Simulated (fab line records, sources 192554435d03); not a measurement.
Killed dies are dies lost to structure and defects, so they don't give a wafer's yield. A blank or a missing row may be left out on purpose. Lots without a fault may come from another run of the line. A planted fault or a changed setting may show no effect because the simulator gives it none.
fab line records | flow n5_finfet
record lots=7 wafers=39
route steps=1938 shown DUMMY_GATE@246 HKMG_FIN@403 MOL_CONTACT_COAG@531 BEOL_M4@1111
start_h: hours from the record's first day to the start of the lot's first wafer shown | wait_h: hours since the lot's step before | " the same as in the row above | L1.1+2: a row that stands for several wafers | - no value, or no start given | * or withheld: withheld | < > ~ a bound
route shown NAME@n: a module of which the file shows steps, and the number in the route of the first | usual: mean/standard deviation of fault-free wafers | same: alike in all rows | chamber/n: place in a boat | sites: the reading at each site | _std_site: their standard deviation | _edge_site: outer sites' mean less inner sites' | radius_mm: how far each site lies from the wafer's centre | mask NAME#n: copy n | behind: the tool/chamber that last shaped the wafer | hold: why the lot was held/for how many hours/how that ended | device: the transistor (n, p or np) that didn't switch | end of line: the same wafers' tests at the end of the route | a step without rows: its recipe alone | killed: dies lost to structure and defects at the first sort, not the wafer's yield | map: a wafer's dies, x killed, . not, _ none there
set.NAME: the setting as run; set.NAME@STEP: as run at that earlier step | model.NAME: the simulator's own value behind a step, which no gauge read
lots whose settings were changed on purpose; a table a step, a row a wafer
## steps
# step N5_DUMMY_GATE_ETCH_32
# recipe chemistry=CF4 target=SiO2 target_depth_a=35 time_s=3.9 ion_energy_ev=350 pressure_mtorr=10 icp_w=800 bias_w=400 cf4_flow_sccm=80
# step N5_DUMMY_GATE_ETCH_44
# recipe chemistry=HBr/O2 over_etch_frac=0.7 target_depth_a=1275 stop_on=SiO2 ion_energy_ev=60 bias_w=20 target=poly-Si mask_material=SiO2 pressure_mtorr=20 icp_w=400 HBr_flow_sccm=120 O2_flow_sccm=10
# step N5_HKMG_FIN_ETCH_55
# recipe chemistry=N2/H2 target=SOC target_depth_a=2400 temp_c=40 time_s=300 ion_energy_ev=200 mask_material=SiARC pressure_mtorr=30 source_w=840 bias_w=150 n2_flow_sccm=200 h2_flow_sccm=200
# step N5_HKMG_FIN_ETCH_35
# recipe chemistry=N2/H2 target=SOC target_depth_a=2158 ion_energy_ev=65 bias_w=5 source_w=3000 time_s=243.4 pressure_mtorr=30 n2_flow_sccm=200 h2_flow_sccm=200
# step N5_HKMG_FIN_ALD_91
# recipe material=TiN target_thk_a=10 temp_c=400 ald_precursor_family=TiCl4 ald_co_reactant=NH3 pulse_time_s=1 purge_time_s=3 co_reactant_purge_time_s=2 co_reactant_pulse_time_s=2 ald_cycles=47 pressure_torr=3
# step N5_MOL_CONTACT_COAG_ETCH_105
# recipe chemistry=CF4 target=SiARC target_depth_a=156 mask_material=CAR-EUV time_s=26 ion_energy_ev=80 pressure_mtorr=40 source_w=545 bias_w=36 Ar_flow_sccm=100 cf4_flow_sccm=100 ends=cleared
# step N5_MOL_CONTACT_COAG_ETCH_110
# recipe chemistry=CF4/O2 target=Si target_depth_a=25 time_s=8 pressure_mtorr=100 source_w=200 bias_w=12 ion_energy_ev=60 Ar_flow_sccm=100 cf4_flow_sccm=100 O2_flow_sccm=10
# step N5_MOL_CONTACT_COAG_CVD_140
# recipe material=W target_thk_a=665 mode=selective_fill temp_c=300 time_s=215
# step N5_BEOL_M4_RC_MEAS_101
# usual IOFF_N_LIN=0.075/0.0089 IOFF_N_LONG=5.48e-05/2.1e-06 VT_N_LONG=275.4/1.7 VT_N_LVT=98.5/2.6
# columns lot.wafer tool chamber start_h wait_h set.time_s@DUMMY_GATE_ETCH_32 set.target_depth_a@DUMMY_GATE_ETCH_44 set.h2_flow_sccm@HKMG_FIN_ETCH_55 set.source_w@HKMG_FIN_ETCH_35 set.temp_c@HKMG_FIN_ALD_91 set.bias_w@MOL_CONTACT_COAG_ETCH_105 set.bias_w@MOL_CONTACT_COAG_ETCH_110 set.target_thk_a@MOL_CONTACT_COAG_CVD_140 IOFF_N_LIN[nA/um] IOFF_N_LONG[nA/um] VT_N_LONG[mV] VT_N_LVT[mV]
L075.1 prober-01 0 167.14 0.0 3.9 1275 200 3000 400 36 12.74 665 0.082 5.83e-05 272.2 97.4
L075.2 " 0 " " 3.9 1430 191.9 3000 387.5 31.35 12 744.6 0.083 6.69e-05 269.2 94.6
L075.3 " 0 " " 3.517 1430 191.9 3402 400 36 12 744.6 0.084 5.8e-05 275.9 96.1
L075.4 " 0 " " 3.517 1275 200 3402 387.5 31.35 12 665 0.095 6.59e-05 268.0 92.8
L075.5 " 0 " " 3.9 1275 191.9 3402 387.5 36 12.74 744.6 0.094 6.66e-05 266.9 92.6
L075.6 " 0 " " 3.517 1430 200 3000 400 31.35 12.74 665 0.075 5.81e-05 273.0 100.6
L076.1 prober-02 0 182.40 0.0 3.9 1275 200 3000 400 36 12 665 0.082 5.79e-05 275.9 97.7
L076.3 " 0 " " 3.9 1275 200 3000 400 36 12 665 0.086 5.94e-05 273.4 96.6
L076.6 " 0 " " 3.9 1275 200 3000 400 36 12 665 0.086 5.94e-05 274.0 97.1
L079.1 prober-02 0 210.53 0.0 3.9 1275 200 3000 386.5 30.12 10.67 665 0.091 6.1e-05 271.0 92.2
L079.2 " 0 " " 3.9 1275 187.1 3000 400 30.12 12 665 0.082 5.3e-05 275.9 97.5
L079.3 " 0 " " 3.9 1275 187.1 3000 400 36 10.67 595.5 0.085 5.25e-05 275.1 96.1
L079.4 " 0 " " 3.9 1275 187.1 3000 386.5 36 10.67 595.5 0.096 6.11e-05 269.9 92.6
L079.5 " 0 " " 3.9 1275 200 3000 400 30.12 12 595.5 0.088 5.24e-05 273.9 96.9
L079.6 " 0 " " 3.9 1275 200 3000 386.5 36 12 665 0.093 6.1e-05 271.7 92.2
L086.1 prober-02 0 245.61 0.0 3.267 1275 200 3000 400 36 12 591.3 0.087 5.36e-05 277.9 95.6
L086.2 " 0 " " 3.9 1366 200 2744 400 39.24 12 665 0.067 5.38e-05 275.5 100.7
L086.3 " 0 " " 3.9 1275 191.3 2744 411.2 36 12 665 0.058 4.81e-05 280.7 104.2
L086.4 " 0 " " 3.9 1275 200 3000 411.2 39.24 12 591.3 0.070 4.8e-05 279.1 101.1
L086.5 " 0 " " 3.267 1366 191.3 2744 411.2 39.24 12 591.3 0.055 4.78e-05 282.2 106.0
L086.6 " 0 " " 3.267 1366 191.3 3000 400 36 12 665 0.078 5.38e-05 278.0 96.9
L089.1 prober-01 0 250.54 0.0 3.9 1275 211 3000 405.1 31.96 12 665 0.082 5.17e-05 279.6 94.9
L089.2 " 0 " " 3.9 1275 200 2780 400 36 12.6 665 0.091 5.43e-05 276.8 92.7
L089.3 " 0 " " 3.9 1424 211 3000 405.1 36 12.6 665 0.071 5.14e-05 278.9 96.8
L089.4 " 0 " " 4.222 1424 200 3000 400 31.96 12 665 0.073 5.46e-05 275.2 96.0
L089.5 " 0 " " 4.222 1275 200 2780 405.1 31.96 12.6 665 0.077 5.16e-05 275.0 95.4
L089.6 " 0 " " 4.222 1424 211 2780 400 36 12 665 0.086 5.34e-05 276.1 93.6
L091.1 prober-02 0 276.53 0.0 3.9 1221 208 3000 400 38.48 12 665 0.079 5.39e-05 274.4 97.5
L091.2 " 0 " " 3.562 1275 208 2645 404.9 36 12 665 0.076 5.15e-05 276.7 99.8
L091.3 " 0 " " 3.562 1275 200 3000 400 36 13.68 665 0.085 5.21e-05 279.0 96.6
L091.4 " 0 " " 3.562 1221 200 2645 400 36 13.68 665 0.084 5.34e-05 274.8 97.2
L091.5 " 0 " " 3.9 1275 200 3000 404.9 38.48 12 665 0.085 5.02e-05 280.9 97.5
L091.6 " 0 " " 3.9 1221 208 2645 404.9 38.48 13.68 665 0.074 5.14e-05 278.1 99.8
L095.1 prober-01 0 307.65 0.0 3.9 1376 211.8 3000 400 38.77 12 623 0.057 5.68e-05 271.1 102.2
L095.2 " 0 " " 4.432 1275 200 3000 400 36 12 623 0.063 5.7e-05 271.4 99.4
L095.3 " 0 " " 3.9 1376 200 3000 400 36 12 665 0.061 5.57e-05 273.8 101.1
L095.4 " 0 " " 3.9 1275 211.8 3000 392.6 36 12 665 0.078 6.16e-05 270.3 95.2
L095.5 " 0 " " 4.432 1275 211.8 3000 392.6 38.77 12 665 0.070 6.18e-05 270.3 96.6
L095.6 " 0 " " 4.432 1376 200 3000 392.6 38.77 12 623 0.066 6.17e-05 270.5 99.4
## key
split step=N5_DUMMY_GATE_ETCH_32 setting=time_s stated_as=3.9
response none clear
split step=N5_DUMMY_GATE_ETCH_44 setting=target_depth_a stated_as=1275
response none clear
split step=N5_HKMG_FIN_ETCH_55 setting=h2_flow_sccm stated_as=200
response none clear
split step=N5_HKMG_FIN_ETCH_35 setting=source_w stated_as=3000
response none clear
split step=N5_HKMG_FIN_ALD_91 setting=temp_c stated_as=400
response step=N5_BEOL_M4_RC_MEAS_101 reading=IOFF_N_LONG slope=-2.39e-06 per=1% together_with=all explained=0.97
response step=N5_BEOL_M4_RC_MEAS_101 reading=VT_N_LVT slope=+1.44 per=1% together_with=all explained=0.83
response step=N5_BEOL_M4_RC_MEAS_101 reading=VT_N_LONG slope=+1.53 per=1% together_with=all explained=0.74
response step=N5_BEOL_M4_RC_MEAS_101 reading=IOFF_N_LIN slope=-0.00372 per=1% together_with=all explained=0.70
split step=N5_MOL_CONTACT_COAG_ETCH_105 setting=bias_w stated_as=36
response none clear
split step=N5_MOL_CONTACT_COAG_ETCH_110 setting=bias_w stated_as=12
response none clear
split step=N5_MOL_CONTACT_COAG_CVD_140 setting=target_thk_a stated_as=665
response none clear
